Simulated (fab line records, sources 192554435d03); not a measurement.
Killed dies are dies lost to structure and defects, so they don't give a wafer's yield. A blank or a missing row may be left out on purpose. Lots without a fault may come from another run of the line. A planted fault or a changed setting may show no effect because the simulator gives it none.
fab line records | flow n5_finfet
record lots=10 wafers=30 last_day=17
route steps=1938 shown PASS1_CAP@1874 TV_LITHO@1886 TV_OPEN@1890 PAD_METAL@1893 PASSIVATION@1936
lots that met no fault: from a run of the same line without faults
start_h: hours from the record's first day to the start of the lot's first wafer shown | wait_h: hours since the lot's step before | " the same as in the row above | L1.1+2: a row that stands for several wafers | - no value, or no start given | * or withheld: withheld | < > ~ a bound
route shown NAME@n: a module of which the file shows steps, and the number in the route of the first | usual: mean/standard deviation of fault-free wafers | same: alike in all rows | chamber/n: place in a boat | sites: the reading at each site | _std_site: their standard deviation | _edge_site: outer sites' mean less inner sites' | radius_mm: how far each site lies from the wafer's centre | mask NAME#n: copy n | behind: the tool/chamber that last shaped the wafer | hold: why the lot was held/for how many hours/how that ended | device: the transistor (n, p or np) that didn't switch | end of line: the same wafers' tests at the end of the route | a step without rows: its recipe alone | killed: dies lost to structure and defects at the first sort, not the wafer's yield | map: a wafer's dies, x killed, . not, _ none there
set.NAME: the setting as run; set.NAME@STEP: as run at that earlier step | model.NAME: the simulator's own value behind a step, which no gauge read
steps of the route over a sample of lots; a table a step, a row a wafer
services: from which hour (start_h, from the record's first day; less than 0 if before it) a tool's chamber was out of use, for how many hours, and why
## steps
# step N5_PASSIVATION_PECVD_01
# recipe material=SiNx target_thk_a=2000 temp_c=400 precursor=SiH4/NH3/N2 pressure_torr=4.9 rf_w=1406 time_s=43.2
# usual heater_power_w=290/78 showerhead_plenum_p_Torr=8.67/0.073 showerhead_vpp_V=2287/120 throttle_valve_pct=29.6/2.4
# columns lot.wafer tool chamber start_h wait_h heater_power_w showerhead_plenum_p_Torr showerhead_vpp_V throttle_valve_pct
L897.1 pecvd-02 0 268.82 0.0 225 8.58 2252 30.5
L897.2 " 2 " " 417 8.65 2503 27.5
L897.4 " 0 " " 236 8.61 2303 30.5
L898.2 pecvd-04 2 281.99 0.0 305 8.61 2085 26.0
L898.4 " 2 " " 182 8.64 2058 25.9
L898.5 " 0 " " 334 8.72 2169 31.8
L899.3 pecvd-02 0 285.51 0.0 253 8.59 2232 30.3
L899.5 " 0 " " 264 8.60 2228 30.6
L899.6 " 1 " " 233 8.59 2359 29.3
L900.2 pecvd-01 0 294.16 0.0 268 8.61 2330 26.6
L900.3 " 2 " " 474 8.74 2395 26.7
L900.4 " 0 " " 275 8.60 2257 27.1
L902.1 pecvd-04 1 321.04 0.0 266 8.75 2246 32.6
L902.3 " 0 " " 233 8.74 2165 32.1
L902.4 " 0 " " 248 8.73 2198 31.8
L904.3 pecvd-02 2 330.02 0.0 415 8.65 2455 27.8
L904.4 " 0 " " 275 8.62 2252 30.5
L904.5 " 2 " " 280 8.66 2447 27.9
L905.2 pecvd-01 2 337.90 0.0 391 8.72 2396 26.8
L905.3 " 0 " " 249 8.63 2292 27.2
L905.6 " 1 " " 390 8.80 2458 32.7
L911.3 pecvd-02 0 373.03 0.0 215 8.62 2246 30.5
L911.4 " 0 " " 225 8.61 2247 30.2
L911.6 " 1 " " 234 8.57 2379 29.0
L918.2 pecvd-04 1 405.91 0.0 244 8.75 2267 32.9
L918.4 " 1 " " 247 8.73 2281 32.7
L918.6 " 0 " " 223 8.73 2211 32.4
L916.1 pecvd-04 2 408.08 0.0 288 8.62 2045 26.1
L916.4 " 0 " " 243 8.73 2210 32.4
L916.6 " 1 " " 328 8.75 2284 32.6
# step N5_PASSIVATION_DESCUM_12
# recipe chemistry=O2 time_s=7.9 source_power_w=50 bias_power_w=20 pressure_mtorr=20 rf_frequency_hz=2.712e+07 temp_c=40 o2_flow_sccm=225
# usual drypump_motor_current_A=5.7/0.41 oes_product_au=0.80/0.093 rf_vpp_V=243.3/1.4 showerhead_plenum_p_Torr=2.10/0.076 throttle_valve_pct=20.38/0.18
# columns lot.wafer tool chamber start_h wait_h drypump_motor_current_A oes_product_au rf_hours_counter_h rf_vpp_V showerhead_plenum_p_Torr throttle_valve_pct
L897.1 rie_diel-06 3 271.76 0.1 5.2 0.96 14 245.4 2.23 20.52
L897.2 " 1 " " 6.0 0.84 84 242.9 2.03 20.00
L897.4 " 0 " " 5.2 0.68 206 240.3 1.97 20.51
L898.2 rie_diel-06 3 282.60 0.0 5.3 0.95 17 245.3 2.23 20.51
L898.4 " 1 " " 6.0 0.84 86 241.5 2.02 20.02
L898.5 " 1 " " 6.0 0.83 - 241.0 2.02 20.02
L899.3 rie_diel-02 2 286.33 0.1 6.2 0.92 26 244.7 2.13 20.23
L899.5 " 1 " " 5.4 0.71 - 244.2 2.15 20.72
L899.6 " 0 " " 6.5 0.86 - 243.6 2.14 20.47
L900.2 rie_diel-02 1 294.89 0.2 5.4 0.70 219 244.1 2.15 20.74
L900.3 " 3 " " 5.6 0.81 98 243.4 2.11 20.35
L900.4 " 0 " " 6.5 0.86 50 243.7 2.14 20.49
L902.1 rie_diel-06 0 322.02 0.0 5.2 0.67 222 241.3 1.97 20.55
L902.3 " 1 " " 6.0 0.82 100 242.1 2.02 20.04
L902.4 " 2 " " 5.9 1.01 0 241.6 2.05 20.13
L904.3 rie_diel-05 2 330.65 0.2 5.6 0.74 177 241.5 1.99 20.29
L904.4 " 0 " " 5.1 0.91 19 245.4 2.14 20.49
L904.5 " 2 " " 5.6 0.74 - 241.2 1.99 20.29
L905.2 rie_diel-05 3 339.24 0.2 5.7 0.95 12 244.2 2.14 20.24
L905.3 " 1 " " 5.8 0.72 202 244.7 2.15 20.21
L905.6 " 2 " " 5.6 0.74 - 242.2 1.99 20.30
L911.3 rie_diel-02 0 374.41 0.0 6.5 0.82 73 242.8 2.13 20.53
L911.4 " 3 " " 5.5 0.78 123 245.0 2.10 20.39
L911.6 " 0 " " 6.5 0.82 - 242.1 2.13 20.52
L918.2 rie_diel-05 1 406.58 0.1 5.8 0.71 223 244.8 2.14 20.23
L918.4 " 2 " " 5.7 0.73 199 240.8 1.98 20.32
L918.6 " 2 " " 5.6 0.73 - 241.7 1.98 20.32
L916.1 rie_diel-02 0 408.93 0.3 6.5 0.81 86 244.4 2.13 20.54
L916.4 " 0 " " 6.5 0.81 - 243.7 2.13 20.55
L916.6 " 2 " " 6.1 0.85 - 243.6 2.12 20.30
# step N5_PASSIVATION_ETCH_15
# recipe chemistry=CF4/N2 target=SiCN target_depth_a=750 taper_deg=2 time_s=81.2 ion_energy_ev=150 mask_material=SiNx pressure_mtorr=40 source_w=430 bias_w=70 Ar_flow_sccm=100 cf4_flow_sccm=60 n2_flow_sccm=60
# usual bias_w=70.00/0.21 drypump_motor_current_A=5.7/0.41 mfc_ar_sccm=100.0/0.32 oes_product_au=0.81/0.093 rf_vpp_V=382.4/2 showerhead_plenum_p_Torr=2.21/0.073 throttle_valve_pct=15.42/0.18
# columns lot.wafer tool chamber start_h wait_h bias_w drypump_motor_current_A mfc_ar_sccm oes_product_au rf_hours_counter_h rf_vpp_V showerhead_plenum_p_Torr throttle_valve_pct
L897.1 rie_diel-06 3 272.15 - 69.61 5.3 100.0 0.96 15 386.3 2.35 15.48
L897.2 " 1 " " 70.35 6.0 100.3 0.86 84 381.8 2.14 15.08
L897.4 " 0 " " 70.01 5.2 100.0 0.69 206 378.7 2.09 15.62
L898.2 rie_diel-06 3 283.00 - 69.88 5.3 100.0 0.95 17 385.2 2.35 15.49
L898.4 " 1 " " 69.78 6.0 100.1 0.85 87 381.2 2.14 15.08
L898.5 " 1 " " 69.64 6.0 100.0 0.85 - 382.8 2.14 15.10
L899.3 rie_diel-02 2 286.73 - 69.76 6.1 99.9 0.92 27 383.2 2.25 15.27
L899.5 " 1 " " 70.43 5.4 100.4 0.71 - 383.9 2.26 15.78
L899.6 " 0 " " 69.92 6.4 99.7 0.87 - 384.3 2.24 15.34
L900.2 rie_diel-02 1 295.28 - 70.16 5.4 100.3 0.71 219 384.1 2.26 15.78
L900.3 " 3 " " 70.12 5.6 99.7 0.81 99 382.6 2.23 15.38
L900.4 " 0 " " 70.27 6.5 100.1 0.86 50 382.6 2.24 15.38
L902.1 rie_diel-06 0 322.41 - 70.12 5.2 100.2 0.69 222 379.9 2.08 15.65
L902.3 " 1 " " 69.80 6.1 100.4 0.83 101 381.2 2.13 15.12
L902.4 " 2 " " 69.99 5.9 100.5 1.02 0 381.2 2.18 15.18
L904.3 rie_diel-05 2 331.05 - 69.86 5.6 100.1 0.75 178 380.0 2.12 15.47
L904.4 " 0 " " 69.99 5.1 100.0 0.92 19 384.6 2.26 15.38
L904.5 " 2 " " 69.76 5.6 100.0 0.76 - 379.8 2.12 15.45
L905.2 rie_diel-05 3 339.63 - 70.16 5.8 100.3 0.96 13 383.9 2.25 15.17
L905.3 " 1 " " 69.75 5.8 100.2 0.74 203 383.8 2.27 15.34
L905.6 " 2 " " 70.02 5.6 99.9 0.74 - 380.7 2.12 15.46
L911.3 rie_diel-02 0 374.80 - 75.86 6.5 100.1 0.85 73 401.7 2.23 15.40
L911.4 " 3 " " 69.71 5.6 100.3 0.79 123 381.6 2.22 15.43
L911.6 " 0 " " 75.73 6.5 100.0 0.85 - 401.6 2.23 15.42
L918.2 rie_diel-05 1 406.98 - 70.51 5.7 100.0 0.72 223 381.6 2.27 15.37
L918.4 " 2 " " 69.55 5.6 100.4 0.73 200 379.8 2.11 15.51
L918.6 " 2 " " 69.87 5.6 99.8 0.73 - 379.4 2.11 15.48
L916.1 rie_diel-02 0 409.33 - 75.71 6.5 99.9 0.84 86 403.6 2.23 15.45
L916.4 " 0 " " 75.72 6.5 100.0 0.84 - 402.9 2.23 15.42
L916.6 " 2 " " 69.98 6.1 99.7 0.86 - 382.6 2.24 15.35
# step N5_PASSIVATION_DEGAS_18
# recipe ambient=vacuum temp_c=300 time_s=60
# usual heater_power_w=481/38
# columns lot.wafer tool chamber start_h wait_h heater_power_w
L897.1 pvd_sputter-01 - 273.12 0.8 542
L897.2 " - " " 453
L897.4 " - " " 434
L898.2 pvd_sputter-02 - 283.19 0.0 518
L898.4 " - " " 468
L898.5 " - " " 469
L899.3 pvd_sputter-03 - 288.21 1.3 504
L899.5 " - " " 489
L899.6 " - " " 503
L900.2 pvd_sputter-01 - 295.87 0.4 419
L900.3 " - " " 454
L900.4 " - " " 430
L902.1 pvd_sputter-01 - 323.19 0.6 415
L902.3 " - " " 450
L902.4 " - " " 551
L904.3 pvd_sputter-03 - 331.27 0.1 501
L904.4 " - " " 527
L904.5 " - " " 422
L905.2 pvd_sputter-03 - 340.33 0.5 519
L905.3 " - " " 511
L905.6 " - " " 409
L911.3 pvd_sputter-03 - 375.43 0.5 523
L911.4 " - " " 416
L911.6 " - " " 500
L918.2 pvd_sputter-03 - 408.67 1.5 413
L918.4 " - " " 537
L918.6 " - " " 507
L916.1 pvd_sputter-02 - 409.61 0.1 470
L916.4 " - " " 512
L916.6 " - " " 466
# step N5_PASSIVATION_PROBE_49
# usual defect_limited_yield=91.7/1.2 killed_at_M0_to_M3=33/9.5 killed_at_M4_up=13/4.9 killed_at_contacts=13/6.6 killed_at_front_end=36/11 killed_at_other=3.0/2.6 killed_dies=97/14 killed_on_rim=13/3.8 killed_open=65/11 killed_short=31/6.6 sort_bin_5_function=4.8/0.82 sort_bin_6_memory=3.1/0.58 sort_bin_8_speed=0.00/0.02 sort_n_pass=1083/14 sort_yield_pct=91.7/1.2
# same gross_dies=1180 killed_at_back_side=0 sort_bin_4_leakage[%]=0
# columns lot.wafer tool chamber start_h wait_h defect_limited_yield[%] killed_at_M0_to_M3 killed_at_M4_up killed_at_contacts killed_at_front_end killed_at_other killed_dies killed_on_rim killed_open killed_short sort_bin_5_function[%] sort_bin_6_memory[%] sort_bin_8_speed[%] sort_n_pass sort_yield_pct[%]
L897.1 prober-01 - 279.64 0.0 91.4 51 9 13 27 1 101 9 59 42 5.5 2.8 0 1079 91.4
L897.2 prober-01 - 279.69 0.1 90.9 47 9 19 28 4 107 16 77 26 5.4 3.6 0 1073 90.9
L897.4 prober-01 - 279.79 0.2 93.6 30 10 14 15 7 76 8 52 20 3.6 2.7 0 1104 93.6
L898.2 prober-01 - 289.02 0.1 93.5 26 12 5 32 2 77 6 53 24 3.1 3.1 0 1103 93.5
L898.4 prober-01 - 289.12 0.2 92.4 29 14 4 38 5 90 10 58 30 4.7 2.8 0 1090 92.4
L898.5 prober-01 - 289.17 0.2 93.6 19 13 6 31 7 76 7 49 27 3.5 2.9 0 1104 93.6
L900.2 prober-02 - 302.36 0.1 93.7 24 12 7 31 0 74 11 45 29 3.7 2.3 0 1106 93.7
L900.3 prober-02 - 302.41 0.1 90.4 26 20 24 41 2 113 13 84 26 5.4 3.4 0 1067 90.4
L900.4 prober-02 - 302.46 0.2 93.2 29 11 16 23 1 80 11 53 27 4.1 2.4 0 1100 93.2
L902.4 prober-01 - 329.31 0.2 92.1 39 7 10 33 4 93 15 65 28 4.7 2.8 0 1087 92.1
L904.3 prober-02 - 337.16 0.1 89.1 40 22 27 36 4 129 22 88 40 6.0 4.6 0 1051 89.1
L904.4 prober-02 - 337.21 0.2 92.6 25 23 28 11 0 87 8 61 26 3.5 3.5 0 1093 92.6
L904.5 prober-02 - 337.26 0.2 92.5 14 24 24 24 3 89 17 65 24 4.9 2.4 0 1091 92.5
L905.6 prober-01 - 346.40 0.3 92.0 33 11 13 34 3 94 11 68 23 5.2 2.6 0 1086 92.0
L911.3 prober-02 - 381.54 0.1 90.4 40 9 23 39 2 113 11 74 38 5.3 3.9 0 1067 90.4
L911.4 prober-02 - 381.59 0.2 91.1 34 16 23 32 0 105 14 73 32 5.8 2.6 0 1075 91.1
L911.6 prober-02 - 381.69 0.3 91.0 36 11 18 41 0 106 15 81 24 5.3 3.1 0 1074 91.0
# killed by level:class
L897.1 BEOL_M3:geometric_particle:open=15 BEOL_M0_SAQP:geometric_particle:short=10 MOL_CONTACT_COAG:geometric_particle:open=8 BEOL_M1:geometric_particle:open=8 STI_FIN_REVEAL:geometric_particle:open=5 BEOL_M0_SAQP:geometric_particle:open=5 MOL_CONTACT_COAG:geometric_particle:short=5 FIN_SAQP:geometric_particle:short=4
L897.2 BEOL_M0_SAQP:geometric_particle:open=17 MOL_CONTACT_COAG:geometric_particle:open=16 STI_FIN_REVEAL:geometric_particle:open=14 BEOL_M0_SAQP:geometric_particle:short=8 BEOL_M3:geometric_particle:open=7 FIN_SAQP:geometric_particle:short=4 BEOL_M1:geometric_particle:open=4 BEOL_M4:geometric_particle:open=4
L897.4 BEOL_M1:geometric_particle:open=14 MOL_CONTACT_COAG:geometric_particle:open=11 BEOL_M0_SAQP:geometric_particle:short=6 STI_FIN_REVEAL:geometric_particle:open=5 BEOL_M4:geometric_particle:open=4 BEOL_M3:geometric_particle:open=3 STARTING-WAFER:geometric_particle:open=3 ILD0:geometric_particle:open=2
L898.2 FIN_SAQP:geometric_particle:open=15 BEOL_M0_SAQP:geometric_particle:short=9 BEOL_M0_SAQP:geometric_particle:open=7 MOL_CONTACT_COAG:geometric_particle:open=5 ILD0:geometric_particle:short=4 FIN_SAQP:geometric_particle:short=3 ILD0:geometric_particle:open=3 BEOL_M1:geometric_particle:open=3
L898.4 FIN_SAQP:geometric_particle:open=17 FIN_SAQP:geometric_particle:short=10 BEOL_M3:geometric_particle:open=9 BEOL_M0_SAQP:geometric_particle:short=6 BEOL_M4:geometric_particle:open=6 STI_FIN_REVEAL:geometric_particle:open=3 MOL_CONTACT_COAG:geometric_particle:open=3 BEOL_M0_SAQP:geometric_particle:open=3
L898.5 FIN_SAQP:geometric_particle:open=7 MOL_CONTACT_COAG:geometric_particle:open=5 FIN_SAQP:geometric_particle:short=4 BEOL_M1:geometric_particle:open=4 BEOL_M2:geometric_particle:open=4 BEOL_M4:geometric_particle:open=4 STARTING-WAFER:geometric_particle:open=4 DUMMY_GATE:geometric_particle:open=3
L900.2 MOL_CONTACT_COAG:geometric_particle:open=6 BEOL_M0_SAQP:geometric_particle:short=6 BEOL_M2:geometric_particle:open=6 STI_FIN_REVEAL:geometric_particle:open=5 BEOL_M0_SAQP:geometric_particle:open=5 DUMMY_GATE:geometric_particle:open=4 ILD0:geometric_particle:short=4 BEOL_M5:geometric_particle:open=4
L900.3 MOL_CONTACT_COAG:geometric_particle:open=22 BEOL_M4:geometric_particle:open=14 STI_FIN_REVEAL:geometric_particle:open=10 FIN_SAQP:geometric_particle:short=7 BEOL_M2:geometric_particle:open=6 BEOL_M3:geometric_particle:open=6 STARTING-WAFER:geometric_particle:open=6 FIN_SAQP:geometric_particle:open=4
L900.4 MOL_CONTACT_COAG:geometric_particle:open=11 STI_FIN_REVEAL:geometric_particle:open=6 BEOL_M0_SAQP:geometric_particle:open=6 BEOL_M0:geometric_particle:short=6 MOL_CONTACT_COAG:geometric_particle:short=5 BEOL_M2:geometric_particle:open=5 BEOL_M1:geometric_particle:open=4 BEOL_M0_SAQP:geometric_particle:short=3
L902.4 FIN_SAQP:geometric_particle:open=10 BEOL_M3:geometric_particle:open=10 MOL_CONTACT_COAG:geometric_particle:open=8 BEOL_M2:geometric_particle:open=8 BEOL_M0_SAQP:geometric_particle:short=7 BEOL_M0_SAQP:geometric_particle:open=6 BEOL_M0:geometric_particle:open=5 FIN_SAQP:geometric_particle:short=4
L904.3 MOL_CONTACT_COAG:geometric_particle:open=20 BEOL_M0_SAQP:geometric_particle:open=13 BEOL_M4:geometric_particle:open=9 GATE_CUT:geometric_particle:short=8 MOL_CONTACT_COAG:geometric_particle:short=7 BEOL_M0_SAQP:geometric_particle:short=7 BEOL_M2:geometric_particle:open=7 STARTING-WAFER:geometric_particle:short=7
L904.4 MOL_CONTACT_COAG:geometric_particle:open=18 MOL_CONTACT_COAG:geometric_particle:short=10 BEOL_M4:geometric_particle:open=9 BEOL_M3:geometric_particle:open=7 BEOL_M0_SAQP:geometric_particle:open=6 BEOL_M5:geometric_particle:open=5 FIN_SAQP:geometric_particle:short=4 BEOL_M0_SAQP:geometric_particle:short=4
L904.5 MOL_CONTACT_COAG:geometric_particle:open=16 BEOL_M4:geometric_particle:open=12 MOL_CONTACT_COAG:geometric_particle:short=8 BEOL_M5:geometric_particle:open=5 DUMMY_GATE:geometric_particle:open=3 GATE_CUT:geometric_particle:short=3 BEOL_M0_SAQP:geometric_particle:open=3 BEOL_M1:geometric_particle:open=3
L905.6 MOL_CONTACT_COAG:geometric_particle:open=13 FIN_SAQP:geometric_particle:open=9 BEOL_M4:geometric_particle:open=6 BEOL_M1:geometric_particle:open=6 BEOL_M3:geometric_particle:open=6 FIN_SAQP:geometric_particle:short=5 STI_FIN_REVEAL:geometric_particle:open=5 DUMMY_GATE:geometric_particle:open=4
L911.3 MOL_CONTACT_COAG:geometric_particle:open=19 FIN_SAQP:geometric_particle:open=15 BEOL_M0_SAQP:geometric_particle:short=13 BEOL_M0_SAQP:geometric_particle:open=11 FIN_SAQP:geometric_particle:short=7 BEOL_M1:geometric_particle:open=6 STI_FIN_REVEAL:geometric_particle:open=5 MOL_CONTACT_COAG:geometric_particle:short=4
L911.4 MOL_CONTACT_COAG:geometric_particle:open=15 STI_FIN_REVEAL:geometric_particle:open=12 BEOL_M2:geometric_particle:open=12 BEOL_M1:geometric_particle:open=9 MOL_CONTACT_COAG:geometric_particle:short=8 BEOL_M3:geometric_particle:open=7 STARTING-WAFER:geometric_particle:short=5 FIN_SAQP:geometric_particle:short=4
L911.6 MOL_CONTACT_COAG:geometric_particle:open=15 STI_FIN_REVEAL:geometric_particle:open=12 FIN_SAQP:geometric_particle:open=11 BEOL_M3:geometric_particle:open=8 BEOL_M0:geometric_particle:open=7 BEOL_M5:geometric_particle:open=6 BEOL_M0_SAQP:geometric_particle:open=5 BEOL_M2:geometric_particle:open=5
## services
# columns tool chamber start_h hours kind
rie_diel-05 0 245.49 - clean
rie_diel-05 0 245.49 - consumable_replace:focus_ring
rie_diel-05 0 245.49 29.2 scheduled_down
rie_diel-05 0 245.49 29.2 vent_cycle
rie_diel-05 3 275.11 - clean
rie_diel-05 3 275.11 - consumable_replace:focus_ring
rie_diel-05 3 275.11 23.4 scheduled_down
rie_diel-05 3 275.11 23.4 vent_cycle
pecvd-04 2 283.45 12.7 repair
rie_diel-06 2 292.53 - clean
pecvd-02 - 295.04 2.8 pm
rie_diel-05 - 302.74 0.3 repair
pecvd-01 - 316.98 14.6 pm
pvd_sputter-02 - 339.95 2.2 repair
rie_diel-06 0 364.88 7.3 repair
pvd_sputter-03 - 368.00 0.7 repair
pvd_sputter-03 - 372.32 1.7 repair
rie_diel-06 1 374.02 1.3 repair
pvd_sputter-03 - 377.74 8.1 repair
pvd_sputter-01 - 377.90 0.6 repair
rie_diel-02 1 396.13 - clean
rie_diel-02 1 396.13 - consumable_replace:focus_ring
rie_diel-02 1 396.13 19.8 scheduled_down
rie_diel-02 1 396.13 19.8 vent_cycle
## key
first_sign step=N5_PASSIVATION_ETCH_15 reading=bias_w direction=up sigmas=27 usual=* struck=*
effect step=N5_PASSIVATION_ETCH_15 reading=rf_vpp_V direction=up sigmas=9.9 usual=382.4 struck=402.5
met_at N5_PASSIVATION_ETCH_15
struck_lots L911,L916
struck_wafers L911.3,L911.6,L916.1,L916.4
not_acting_at N5_PASSIVATION_PECVD_01,N5_PASSIVATION_DESCUM_12,N5_PASSIVATION_DEGAS_18
onset_between 295.28 374.80
fault kind=process_parameter_drift tool=rie_diel-02 chamber=0 onset_h=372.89 steps=N5_PASSIVATION_ETCH_15 channel=bias_w offset=* shape=step end_h=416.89 acts_in=* stated=*
